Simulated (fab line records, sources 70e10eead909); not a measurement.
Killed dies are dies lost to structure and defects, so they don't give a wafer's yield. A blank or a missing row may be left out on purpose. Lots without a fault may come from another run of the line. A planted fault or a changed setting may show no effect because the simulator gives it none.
Which tool did it? | flow nand_harc | 14 lots, 42 wafers sampled, at 3 steps of a route of 1302

WHAT THE GAUGES READ, wafer by wafer
NHARC_P_M0_THK_MEAS_24: measures by xrf. Usual: thk_nm 117.4 nm, standard deviation 1.4.
lot  | measured     | on            | thk_nm (nm)       | flag
L550 | day 6 01:22  | film_metro-01 | 119.0 118.1 118.5 |
L554 | day 7 19:34  | film_metro-01 | 120.1 115.8 118.9 |
L555 | day 8 15:07  | film_metro-02 | 116.4 116.0 118.6 |
L557 | day 9 05:22  | film_metro-01 | 117.4 117.6 117.3 |
L558 | day 10 03:58 | film_metro-01 | 115.0 117.8 120.3 |
L565 | day 12 20:28 | film_metro-01 | 116.8 117.7 117.4 |
L566 | day 13 02:01 | film_metro-02 | 119.9 118.8 118.4 |
L567 | day 13 06:10 | film_metro-02 | 117.3 116.0 117.5 |
L568 | day 13 11:58 | film_metro-02 | 119.9 120.8 117.8 |
L569 | day 14 01:06 | film_metro-01 | 116.6 114.9 116.3 |
L570 | day 14 08:35 | film_metro-01 | 116.7 115.6 117.9 |
L571 | day 14 19:42 | film_metro-01 | 116.0 118.6 116.0 |
L572 | day 15 14:49 | film_metro-02 | 117.8 117.3 115.8 |
L573 | day 15 20:30 | film_metro-01 | 116.1 116.7 115.4 |

WHICH TOOL RAN EACH LOT (tool, then ch and the chambers of the sampled wafers, then the start)
lot  | NHARC_P_CONTACT_PVD_32       | NHARC_P_M0_PVD_20
L550 | pvd_sputter-03, day 5 20:38  | pvd_sputter-01, day 6 01:22 or earlier
L554 | pvd_sputter-01, day 7 14:22  | pvd_sputter-01, day 7 19:34 or earlier
L555 | pvd_sputter-01, day 8 10:20  | pvd_sputter-02, day 8 15:07 or earlier
L557 | pvd_sputter-03, day 9 00:37  | pvd_sputter-03, day 9 05:22 or earlier
L558 | pvd_sputter-02, day 9 23:13  | pvd_sputter-02, day 10 03:58 or earlier
L565 | pvd_sputter-01, day 12 11:48 | pvd_sputter-03, day 12 20:28 or earlier
L566 | pvd_sputter-03, day 12 21:15 | pvd_sputter-03, day 13 02:01 or earlier
L567 | pvd_sputter-01, day 13 01:16 | pvd_sputter-02, day 13 06:10 or earlier
L568 | pvd_sputter-03, day 13 07:08 | pvd_sputter-01, day 13 11:58 or earlier
L569 | pvd_sputter-01, day 13 20:20 | pvd_sputter-01, day 14 01:06 or earlier
L570 | pvd_sputter-03, day 14 03:50 | pvd_sputter-02, day 14 08:35 or earlier
L571 | pvd_sputter-01, day 14 15:04 | pvd_sputter-02, day 14 19:42 or earlier
L572 | pvd_sputter-02, day 15 10:02 | pvd_sputter-01, day 15 14:49 or earlier
L573 | pvd_sputter-02, day 15 15:51 | pvd_sputter-03, day 15 20:30 or earlier
- NHARC_P_CONTACT_PVD_32: deposits Ti, target thk 5 nm, time 17.7 s.
- NHARC_P_M0_PVD_20: deposits TaN, target thk 5 nm, time 8.06 s.

WHAT THE TOOLS THEMSELVES READ (means of the sampled wafers that have a number; where no wafer has one, the mark that the record gives instead)
NHARC_P_CONTACT_PVD_32. Usual: cathode_dc_power_W 4999.9 W, standard deviation 0.89; chamber_pressure_pa 5.001 Pa, standard deviation 0.01; throttle_valve_pct 30.4 %, standard deviation 0.89.
lot  | tool           | cathode_dc_power_W (W) | chamber_pressure_pa (Pa) | throttle_valve_pct (%) | flag
L550 | pvd_sputter-03 | 5000.3                 | 4.995                    | 29.5                   |
L554 | pvd_sputter-01 | 4999.6                 | 5.000                    | 30.5                   |
L555 | pvd_sputter-01 | 4999.9                 | 5.007                    | 30.6                   |
L557 | pvd_sputter-03 | -                      | -                        | -                      | OFF
L558 | pvd_sputter-02 | -                      | -                        | -                      | OFF
L565 | pvd_sputter-01 | 5000.3                 | 5.011                    | 30.1                   |
L566 | pvd_sputter-03 | 4999.6                 | 4.999                    | 31.0                   |
L567 | pvd_sputter-01 | 4999.7                 | 4.997                    | 30.4                   |
L568 | pvd_sputter-03 | 4999.6                 | 4.995                    | 30.4                   |
L569 | pvd_sputter-01 | 5000.2                 | 4.996                    | 30.2                   |
L570 | pvd_sputter-03 | 5000.1                 | 5.006                    | 30.8                   |
L571 | pvd_sputter-01 | 5000.5                 | 4.991                    | 30.3                   |
L572 | pvd_sputter-02 | 5000.2                 | 5.009                    | 30.3                   |
L573 | pvd_sputter-02 | 5000.1                 | 5.001                    | 31.3                   |

NHARC_P_M0_PVD_20. Usual: bias_v 168.6 V, standard deviation 1.5; cathode_dc_power_W 15000 W, standard deviation 2.6; throttle_valve_pct 30.4 %, standard deviation 0.82.
lot  | tool           | bias_v (V) | cathode_dc_power_W (W) | throttle_valve_pct (%) | flag
L550 | pvd_sputter-01 | 166.5      | 14999                  | 30.4                   |
L554 | pvd_sputter-01 | 168.9      | 14999                  | 30.5                   |
L555 | pvd_sputter-02 | 168.7      | 15001                  | 30.5                   |
L557 | pvd_sputter-03 | 168.5      | 14998                  | 30.6                   |
L558 | pvd_sputter-02 | 167.3      | 15002                  | 30.5                   |
L565 | pvd_sputter-03 | 168.6      | 15000                  | 29.4                   |
L566 | pvd_sputter-03 | 168.3      | 15000                  | 31.4                   |
L567 | pvd_sputter-02 | 169.0      | 15001                  | 30.0                   |
L568 | pvd_sputter-01 | 167.8      | 15000                  | 30.2                   |
L569 | pvd_sputter-01 | 169.7      | 15001                  | 30.0                   |
L570 | pvd_sputter-02 | 170.1      | 15000                  | 31.3                   |
L571 | pvd_sputter-02 | 169.3      | 15000                  | 30.3                   |
L572 | pvd_sputter-01 | 169.0      | 14999                  | 30.1                   |
L573 | pvd_sputter-03 | 167.2      | 14999                  | 30.3                   |

THE ANSWER, worked out from the rows above alone
Rule: a lot is off if the mean of its wafers that have a number lies more than 3 standard deviations from the usual mean. A lot without any number at a reading at which 4 lots or more have one is off too. The other lots that the step has rows for count as sound. The gauges are gone through in route order, then the tools' own readings, and for those a lot's mean is taken as printed above. The first step at which some lot is off is used, and at that step the reading that is off furthest; a lot without a number counts as furthest.
Off: L557, L558, at NHARC_P_CONTACT_PVD_32 (cathode_dc_power_W). Without a number there: L557, L558.
A tool fits if, at that step or a process step before it, it ran every lot that is off, and no sound lot after the first of them. None of those tried fits.

WHAT THE SIMULATOR HAD PUT IN
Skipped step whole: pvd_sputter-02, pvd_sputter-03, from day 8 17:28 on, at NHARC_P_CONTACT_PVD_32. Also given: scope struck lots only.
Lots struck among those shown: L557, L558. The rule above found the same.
